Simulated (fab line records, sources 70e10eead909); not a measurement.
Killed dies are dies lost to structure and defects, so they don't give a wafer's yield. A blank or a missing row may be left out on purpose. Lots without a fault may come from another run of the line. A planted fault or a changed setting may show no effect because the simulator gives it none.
One fault seen from 2 desks | flow nand_harc | each desk has only its own numbers; what lay behind them comes last

THE TOOL OWNER'S DESK: rie_diel-01
The tool's own readings at NHARC_A_M1_ETCH_15 (etches the open film in C4F8/Ar, target depth 182.5 nm, time 91.2 s): means of the sampled wafers that have a number, for each lot that ran on this tool. A lot is out of limits, marked OUT, if its mean lies more than 4 standard deviations from the usual mean; the brackets give that distance.
Columns: A = oes_product_au at NHARC_A_M1_ETCH_15, usual 0.951 a.u.; B = rf_vpp_V at NHARC_A_M1_ETCH_15, usual 439.5 V; C = run_length_s at NHARC_A_M1_ETCH_15, usual 112.5 s
lot  | first seen here | A     | B     | C
L435 | day 25 15:40    | 0.933 | 437.7 | 112.5
L440 | day 26 20:38    | 0.956 | 437.9 | 112.3
L442 | day 28 11:17    | 0.974 | 439.2 | 112.6
L445 | day 28 20:22    | 0.936 | 438.2 | 112.4
L449 | day 30 06:10    | 0.963 | 438.8 | 110.6
L448 | day 30 09:26    | 0.923 | 438.0 | 110.6
This desk's finding: nothing out of limits on any of the 6 lots.

THE METROLOGY DESK
What the gauges read, lot by lot, whatever tool the lot ran on: means of the sampled wafers that have a number. A lot is out of limits, marked OUT, if its mean lies more than 4 standard deviations from the usual mean; the brackets give that distance.
Columns: A = cd_nm at NHARC_A_M1_CD_MEAS_16, usual 120.3 nm
lot  | first seen here | A
L433 | day 23 09:16    | 121.7
L432 | day 23 19:31    | 119.8
L435 | day 25 15:49    | 121.2
L437 | day 26 05:40    | 119.8
L440 | day 26 20:45    | 120.9
L441 | day 27 03:22    | 119.8
L442 | day 28 11:25    | 121.1
L445 | day 28 20:29    | 120.1
L449 | day 30 06:17    | 120.6
L448 | day 30 09:34    | 121.3
L450 | day 30 19:06    | 120.1
L453 | day 32 13:41    | 119.1
This desk's finding: nothing out of limits on any of the 12 lots.

PUT TOGETHER
The tool owner's desk saw nothing out of limits.
The metrology desk saw nothing out of limits.

WHAT THE SIMULATOR HAD PUT IN
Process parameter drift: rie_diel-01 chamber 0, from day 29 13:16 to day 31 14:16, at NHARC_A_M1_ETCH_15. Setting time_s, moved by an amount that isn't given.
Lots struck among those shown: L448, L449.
